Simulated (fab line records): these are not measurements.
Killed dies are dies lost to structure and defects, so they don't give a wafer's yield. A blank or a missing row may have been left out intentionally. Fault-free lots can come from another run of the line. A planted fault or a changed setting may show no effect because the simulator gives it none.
Chamber matching :: flow n5Finfet :: N5_HKMG_FIN_ALD_36 on aldMetal-04: 4 sister chambers
The step deposits TiN, target thk 1 nm, pulse time 1 s, purge time 3 s. 20 wafers are shown with their chamber, then 10 later ones without.

EACH WAFER AND ITS CHAMBER
wafer: L074.2
chamber: 1
heaterPowerW (W): 964
precursorPulseHeightRel: 1.011

wafer: L074.3
chamber: 2
heaterPowerW (W): 890
precursorPulseHeightRel: 1.016

wafer: L074.6
chamber: 2
heaterPowerW (W): 904
precursorPulseHeightRel: 0.994

wafer: L075.1
chamber: 1
heaterPowerW (W): 952
precursorPulseHeightRel: 0.981

wafer: L075.2
chamber: 2
heaterPowerW (W): 896
precursorPulseHeightRel: 1.006

wafer: L075.5
chamber: 0
heaterPowerW (W): 870
precursorPulseHeightRel: 0.983

wafer: L076.2
chamber: 3
heaterPowerW (W): 819
precursorPulseHeightRel: 1.009

wafer: L076.5
chamber: 1
heaterPowerW (W): 940
precursorPulseHeightRel: 1.002

wafer: L076.6
chamber: 0
heaterPowerW (W): 896
precursorPulseHeightRel: 1.017

wafer: L079.3
chamber: 2
heaterPowerW (W): 909
precursorPulseHeightRel: 0.990

wafer: L079.4
chamber: 0
heaterPowerW (W): 909
precursorPulseHeightRel: 0.998

wafer: L079.6
chamber: 2
heaterPowerW (W): 892
precursorPulseHeightRel: 0.978

wafer: L080.3
chamber: 0
heaterPowerW (W): 910
precursorPulseHeightRel: 0.997

wafer: L080.4
chamber: 2
heaterPowerW (W): 913
precursorPulseHeightRel: 1.043

wafer: L080.5
chamber: 3
heaterPowerW (W): 797
precursorPulseHeightRel: 1.020

wafer: L083.3
chamber: 0
heaterPowerW (W): 883
precursorPulseHeightRel: 1.003

wafer: L083.5
chamber: 1
heaterPowerW (W): 958
precursorPulseHeightRel: 1.011

wafer: L083.6
chamber: 2
heaterPowerW (W): 905
precursorPulseHeightRel: 0.996

wafer: L087.1
chamber: 1
heaterPowerW (W): 937
precursorPulseHeightRel: 1.015

wafer: L087.2
chamber: 0
heaterPowerW (W): 885
precursorPulseHeightRel: 0.998

SIGNATURES, as means of the wafers listed above
reading: heaterPowerW
chamber 0: 892.17
chamber 1: 950.20
chamber 2: 901.29
chamber 3: 808.00
scatter within a chamber: 12.4

reading: precursorPulseHeightRel
chamber 0: 0.99933
chamber 1: 1.00400
chamber 2: 1.00329
chamber 3: 1.01450
scatter within a chamber: 0.016
Rule: a wafer lies at a distance from a chamber equal to the root of the sum of squares, over the readings, of (its reading less the chamber's mean, divided by the reading's scatter). The wafer belongs to the nearest chamber; if the next one is less than 2 further off, it can't be placed. The scatter: the root of (the sum of the squares of (reading less its chamber's mean) over the shown wafers, divided by (wafers less chambers)).

WAFERS WITH NO CHAMBER GIVEN
wafer: L087.3
heaterPowerW (W): 881
precursorPulseHeightRel: 1.006

wafer: L093.1
heaterPowerW (W): 898
precursorPulseHeightRel: 1.005

wafer: L093.5
heaterPowerW (W): 961
precursorPulseHeightRel: 0.981

wafer: L093.6
heaterPowerW (W): 904
precursorPulseHeightRel: 0.994

wafer: L091.2
heaterPowerW (W): 813
precursorPulseHeightRel: 0.983

wafer: L091.4
heaterPowerW (W): 880
precursorPulseHeightRel: 1.030

wafer: L091.6
heaterPowerW (W): 953
precursorPulseHeightRel: 1.003

wafer: L095.2
heaterPowerW (W): 915
precursorPulseHeightRel: 1.004

wafer: L095.3
heaterPowerW (W): 866
precursorPulseHeightRel: 0.998

wafer: L095.4
heaterPowerW (W): 882
precursorPulseHeightRel: 1.017

THE CHAMBER EACH PASSED THROUGH
wafer: L087.3
from the rows above: can't be placed: 0 or 2
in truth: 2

wafer: L093.1
from the rows above: can't be placed: 2 or 0
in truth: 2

wafer: L093.5
from the rows above: 1
in truth: 1

wafer: L093.6
from the rows above: can't be placed: 2 or 0
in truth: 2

wafer: L091.2
from the rows above: 3
in truth: 3

wafer: L091.4
from the rows above: can't be placed: 0 or 2
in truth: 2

wafer: L091.6
from the rows above: 1
in truth: 1

wafer: L095.2
from the rows above: can't be placed: 2 or 0 or 1
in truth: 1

wafer: L095.3
from the rows above: can't be placed: 0 or 2
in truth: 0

wafer: L095.4
from the rows above: can't be placed: 0 or 2
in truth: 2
3 of 10 placed correctly. These rows do not allow placing 7 (true chamber among the candidates in 7). 0 placed wrongly.
